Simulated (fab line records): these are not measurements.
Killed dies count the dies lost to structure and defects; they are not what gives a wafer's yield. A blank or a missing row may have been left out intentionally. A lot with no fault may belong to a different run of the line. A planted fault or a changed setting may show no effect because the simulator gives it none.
Split-lot experiment + flow n5Finfet + 7 lots, 21 wafers read, on a route of 1938 steps

THE SPLIT ITSELF
At N5_BEOL_M1_COAT_05 (resist thk 30 nm), the setting spinRpm was moved away from the recipe's 1500 rpm on 9 of the 21 wafers read, by -8.7% to -4.0%. All remaining wafers had this setting at the recipe value.

FROM THE SPLIT TO THE READING: what the file shows between them, 2 steps
- N5_BEOL_M1_EBR_07
- N5_BEOL_M1_SOFTBAKE_06: time 60 s

THE READING
CAR-EUV_of_BEOL_M1_COAT_05.thkNm (the simulator's own value, which no gauge read), in nm, at N5_BEOL_M1_DESCUM_16 (chemistry O2, time 7 s). The file gives no usual value for it. Across the 12 wafers here that went through the recipe, the average is 26.1 nm and the standard deviation 0.12 nm.

| wafer  | tool, chamber at the split | spinRpm as run, rpm | against the recipe | CAR-EUV_of_BEOL_M1_COAT_05.thkNm, nm | against lot-mates on the recipe |
|--------|----------------------------|---------------------|--------------------|--------------------------------------|---------------------------------|
| L074.1 | lithoTrack-05, 0           | 1421                | -5.3%              | 27                                   | no lot-mate on the recipe       |
| L074.4 | lithoTrack-05, 0           | 1421                | -5.3%              | 27                                   | no lot-mate on the recipe       |
| L074.5 | lithoTrack-05, 0           | 1421                | -5.3%              | 26.8                                 | no lot-mate on the recipe       |
| L080.1 | lithoTrack-01, 0           | 1369                | -8.7%              | 27.6                                 | +1.4                            |
| L080.3 | lithoTrack-01, 0           | 1500                | recipe             | 26.2                                 | -                               |
| L080.6 | lithoTrack-01, 0           | 1500                | recipe             | 26.2                                 | -                               |
| L084.1 | lithoTrack-01, 0           | 1428                | -4.8%              | 26.8                                 | +0.8                            |
| L084.2 | lithoTrack-01, 0           | 1428                | -4.8%              | 27                                   | +1.0                            |
| L084.3 | lithoTrack-01, 0           | 1500                | recipe             | 26                                   | -                               |
| L087.2 | lithoTrack-01, 0           | 1500                | recipe             | 25.8                                 | -                               |
| L087.3 | lithoTrack-01, 0           | 1500                | recipe             | 26                                   | -                               |
| L087.6 | lithoTrack-01, 0           | 1371                | -8.6%              | 27.4                                 | +1.5                            |
| L091.1 | lithoTrack-01, 0           | 1500                | recipe             | 26.2                                 | -                               |
| L091.4 | lithoTrack-01, 0           | 1425                | -5.0%              | 26.8                                 | +0.7                            |
| L091.5 | lithoTrack-01, 0           | 1500                | recipe             | 26                                   | -                               |
| L094.1 | lithoTrack-01, 0           | 1500                | recipe             | 26                                   | -                               |
| L094.3 | lithoTrack-01, 0           | 1500                | recipe             | 26                                   | -                               |
| L094.5 | lithoTrack-01, 0           | 1440                | -4.0%              | 26.8                                 | +0.8                            |
| L095.3 | lithoTrack-01, 0           | 1500                | recipe             | 26                                   | -                               |
| L095.6 | lithoTrack-01, 0           | 1500                | recipe             | 26                                   | -                               |
| L095.4 | lithoTrack-01, 0           | 1500                | recipe             | 26.2                                 | -                               |

THE FIT
A straight line over all 21 wafers: CAR-EUV_of_BEOL_M1_COAT_05.thkNm changes by -0.168 nm for each +1% of spinRpm; r = -0.98; the points scatter about the line by 0.11 nm.
The same after taking each lot's own level away (the mean of its wafers on the recipe; 18 wafers): -0.17 nm for each +1%; r = -0.99; scatter 0.095 nm.
The reading moves by 1.5 nm for the largest change in spinRpm, on that fit.
Measured against the standard deviation above, the lots' own levels, which go from 25.90 to 26.20 nm, span 2.5 times it.
So the lot-to-lot level changes the slope little: the two slopes agree.
Check: for one of the wafers moved furthest among these (-8.7%), held out of the fit, the line's prediction against its lot-mates is +1.53 nm. Against them it came out at +1.4 nm.

FURTHER SPLITS ON THESE WAFERS
Note: prior to the reading, these wafers also went through further splits. Each is held against what the fit with the lots' levels taken away leaves over:
| other split on the same wafers         | wafers away from the commonest value | r with CAR-EUV_of_BEOL_M1_COAT_05.thkNm (lot level and that fit taken away) |
|----------------------------------------|--------------------------------------|-----------------------------------------------------------------------------|
| N5_SDB_COAT_05 spinRpm                 | 8                                    | +0.13                                                                       |
| N5_HKMG_FIN_ETCH_55 timeS              | 7                                    | +0.16                                                                       |
| N5_GATE_CUT_COAT_27 spinRpm            | 8                                    | -0.20                                                                       |
| N5_MOL_CONTACT_COAG_VIA_ETCH_117 biasW | 7                                    | -0.10                                                                       |
| N5_BEOL_M0_SAQP_ETCH_106 targetDepthA  | 8                                    | +0.18                                                                       |
| N5_BEOL_M0_SAQP_ETCH_107 biasW         | 10                                   | +0.21                                                                       |

THE WHOLE CHAIN: every reading that the file lists as answering this split, in the file's order
| step                 | what it does           | reading                                                                           | change (the file's fit)               | r (the file's) |
|----------------------|------------------------|-----------------------------------------------------------------------------------|---------------------------------------|----------------|
| N5_BEOL_M1_COAT_05   | resist thk 30 nm       | CAR-EUV_of_BEOL_M1_COAT_05.thkNm (the simulator's own value, which no gauge read) | -0.157 nm for each +1% of the setting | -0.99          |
| N5_BEOL_M1_DESCUM_16 | chemistry O2, time 7 s | CAR-EUV_of_BEOL_M1_COAT_05.thkNm (the simulator's own value, which no gauge read) | -0.169 nm for each +1% of the setting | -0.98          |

THE FILE'S OWN FIT
CAR-EUV_of_BEOL_M1_COAT_05.thkNm changes by -0.169 nm for each +1% of spinRpm, r = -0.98.
